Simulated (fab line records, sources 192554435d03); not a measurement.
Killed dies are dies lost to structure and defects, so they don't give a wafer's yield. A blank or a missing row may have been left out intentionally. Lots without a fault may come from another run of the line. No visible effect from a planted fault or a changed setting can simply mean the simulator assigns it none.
Matching of chambers    flow n5 finfet    rie diel-06 running N5_PMOS_HMC_CHANNEL_EPI_DESCUM_14: 4 sister chambers
The step chemistry O2, time 7.9 s. 20 wafers are shown with their chamber, then 10 later ones without.

== EACH WAFER AND ITS CHAMBER ==
wafer   chamber  drypump motor current A (A)  showerhead plenum p Torr (Torr)  throttle valve pct (%)
L075.3  1        6.8                          2.17                             20.47
L075.4  0        5.9                          2.18                             20.72
L075.5  0        5.9                          2.18                             20.72
L076.1  3        6.0                          2.11                             20.19
L076.2  2        5.5                          2.07                             20.27
L076.5  3        6.0                          2.11                             20.17
L079.2  1        6.7                          2.16                             20.47
L079.3  3        6.0                          2.11                             20.19
L079.4  0        5.9                          2.18                             20.72
L081.2  1        6.8                          2.16                             20.46
L081.3  0        5.9                          2.18                             20.74
L081.4  3        6.0                          2.11                             20.21
L082.1  0        5.9                          2.18                             20.75
L082.2  1        6.7                          2.16                             20.49
L082.4  3        6.0                          2.11                             20.18
L086.1  3        6.0                          2.11                             20.19
L086.4  1        6.7                          2.16                             20.50
L086.5  0        5.9                          2.17                             20.75
L087.1  3        6.0                          2.11                             20.20
L087.5  1        6.8                          2.16                             20.50

SIGNATURES (means of the wafers above)
reading                   chamber 0  chamber 1  chamber 2  chamber 3  scatter within a chamber
drypump motor current A   5.900      6.750      5.500      6.000      0.0306
showerhead plenum p Torr  2.1783     2.1617     2.0700     2.1100     0.00323
throttle valve pct        20.7333    20.4817    20.2700    20.1900    0.015
Rule: for a wafer and a chamber, the distance is found by dividing, reading by reading, the gap between the wafer's reading and the chamber's mean by the reading's scatter, squaring, summing and taking the root. The wafer belongs to the nearest chamber; if the next one is less than 2 further off, it can't be placed. The scatter: the root of (the sum of the squares of (reading less its chamber's mean) over the shown wafers, divided by (wafers less chambers)).

== WAFERS MISSING THEIR CHAMBER ==
wafer   drypump motor current A (A)  showerhead plenum p Torr (Torr)  throttle valve pct (%)
L087.6  5.9                          2.11                             20.20
L090.1  6.0                          2.11                             20.21
L090.4  6.0                          2.17                             20.34
L090.6  6.0                          2.11                             20.20
L091.1  5.9                          2.17                             20.35
L091.2  6.0                          2.11                             20.21
L091.4  6.0                          2.11                             20.21
L097.1  6.0                          2.10                             20.24
L097.4  6.8                          2.15                             20.54
L097.6  5.4                          2.06                             19.91

== THE CHAMBER EACH PASSED THROUGH ==
wafer    from the rows above   in truth
L087.6   3                     3
L090.1   3                     3
L090.4   3                     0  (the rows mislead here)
L090.6   3                     3
L091.1   3                     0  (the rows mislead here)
L091.2   3                     3
L091.4   3                     3
L097.1   3                     3
L097.4   1                     1
L097.6   2                     2
Correct placement for 8 of the 10. From these rows, 0 cannot be placed. Number placed wrongly: 2.
